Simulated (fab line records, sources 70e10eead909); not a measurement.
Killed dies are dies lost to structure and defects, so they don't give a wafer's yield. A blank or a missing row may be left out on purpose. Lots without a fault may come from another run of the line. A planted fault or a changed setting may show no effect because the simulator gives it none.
Chamber matching | flow nand_harc | NHARC_P_M2_STRIP_18 on rie_diel-03: 4 sister chambers
The step strips in N2/H2. 30 wafers are shown with their chamber, then 12 later ones without.

WAFERS WITH THEIR CHAMBER
wafer  | chamber | showerhead_plenum_p_Torr (Torr) | drypump_motor_current_A (A) | rf_vpp_V (V)
L074.1 | 2       | 2.18                            | 5.72                        | 91.9
L074.3 | 3       | 2.06                            | 5.49                        | 91.8
L074.5 | 2       | 2.18                            | 5.73                        | 92.2
L077.3 | 0       | 2.15                            | 5.49                        | 91.4
L077.4 | 2       | 2.18                            | 5.75                        | 89.6
L077.5 | 2       | 2.18                            | 5.75                        | 93.2
L078.2 | 2       | 2.18                            | 5.75                        | 91.0
L078.5 | 0       | 2.15                            | 5.46                        | 90.5
L078.6 | 1       | 2.15                            | 5.44                        | 89.9
L080.1 | 0       | 2.15                            | 5.48                        | 91.4
L080.2 | 1       | 2.15                            | 5.42                        | 92.1
L080.6 | 3       | 2.06                            | 5.51                        | 90.1
L079.1 | 0       | 2.15                            | 5.46                        | 90.2
L079.4 | 1       | 2.15                            | 5.42                        | 90.3
L079.6 | 1       | 2.15                            | 5.42                        | 89.8
L083.3 | 3       | 2.06                            | 5.50                        | 91.3
L083.4 | 0       | 2.15                            | 5.47                        | 91.5
L083.6 | 1       | 2.15                            | 5.45                        | 89.4
L086.2 | 1       | 2.15                            | 5.46                        | 90.8
L086.4 | 3       | 2.06                            | 5.50                        | 90.8
L086.5 | 2       | 2.17                            | 5.73                        | 91.8
L092.1 | 2       | 2.17                            | 5.75                        | 91.5
L092.2 | 1       | 2.15                            | 5.38                        | 91.9
L092.4 | 3       | 2.05                            | 5.50                        | 89.4
L091.1 | 0       | 2.15                            | 5.46                        | 91.1
L091.3 | 3       | 2.06                            | 5.49                        | 90.1
L091.5 | 0       | 2.15                            | 5.50                        | 92.0
L093.1 | 1       | 2.15                            | 5.47                        | 90.6
L093.2 | 2       | 2.17                            | 5.74                        | 91.3
L093.3 | 0       | 2.15                            | 5.49                        | 90.0

SIGNATURES (means of the wafers above)
reading                  | chamber 0 | chamber 1 | chamber 2 | chamber 3 | scatter within a chamber
showerhead_plenum_p_Torr | 2.1500    | 2.1500    | 2.1763    | 2.0583    | 0.00323
drypump_motor_current_A  | 5.4763    | 5.4325    | 5.7400    | 5.4983    | 0.0184
rf_vpp_V                 | 91.013    | 90.600    | 91.562    | 90.583    | 0.91
Rule: a wafer's distance from a chamber is the root of the sum, over the readings, of the square of ((its reading less the chamber's mean) divided by the reading's scatter). The wafer belongs to the nearest chamber; if the next one is less than 2 further off, it can't be placed. The scatter: the root of (the sum of the squares of (reading less its chamber's mean) over the shown wafers, divided by (wafers less chambers)).

WAFERS WITHOUT THEIR CHAMBER
wafer  | showerhead_plenum_p_Torr (Torr) | drypump_motor_current_A (A) | rf_vpp_V (V)
L094.1 | 2.17                            | 5.74                        | 92.2
L094.3 | 2.15                            | 5.45                        | 91.5
L094.5 | 2.05                            | 5.49                        | 91.4
L095.2 | 2.17                            | 5.75                        | 91.0
L095.4 | 2.05                            | 5.49                        | 90.7
L095.5 | 2.15                            | 5.47                        | 92.7
L097.1 | 2.05                            | 5.49                        | 90.1
L097.2 | 2.15                            | 5.45                        | 90.4
L097.3 | 2.15                            | 5.40                        | 90.8
L096.1 | 2.17                            | 5.76                        | 90.3
L096.4 | 2.05                            | 5.51                        | 91.5
L096.5 | 2.05                            | 5.47                        | 91.1

WHICH CHAMBER EACH WENT THROUGH
wafer  | from the rows above     | in truth
L094.1 | 2                       | 2
L094.3 | can't be placed: 1 or 0 | 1
L094.5 | 3                       | 3
L095.2 | 2                       | 2
L095.4 | 3                       | 3
L095.5 | can't be placed: 0 or 1 | 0
L097.1 | 3                       | 3
L097.2 | can't be placed: 1 or 0 | 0
L097.3 | 1                       | 1
L096.1 | 2                       | 2
L096.4 | 3                       | 3
L096.5 | 3                       | 3
Placed correctly: 9 of 12. Can't be placed from these rows: 3 (the true chamber is among the candidates in 3). Placed wrongly: 0.
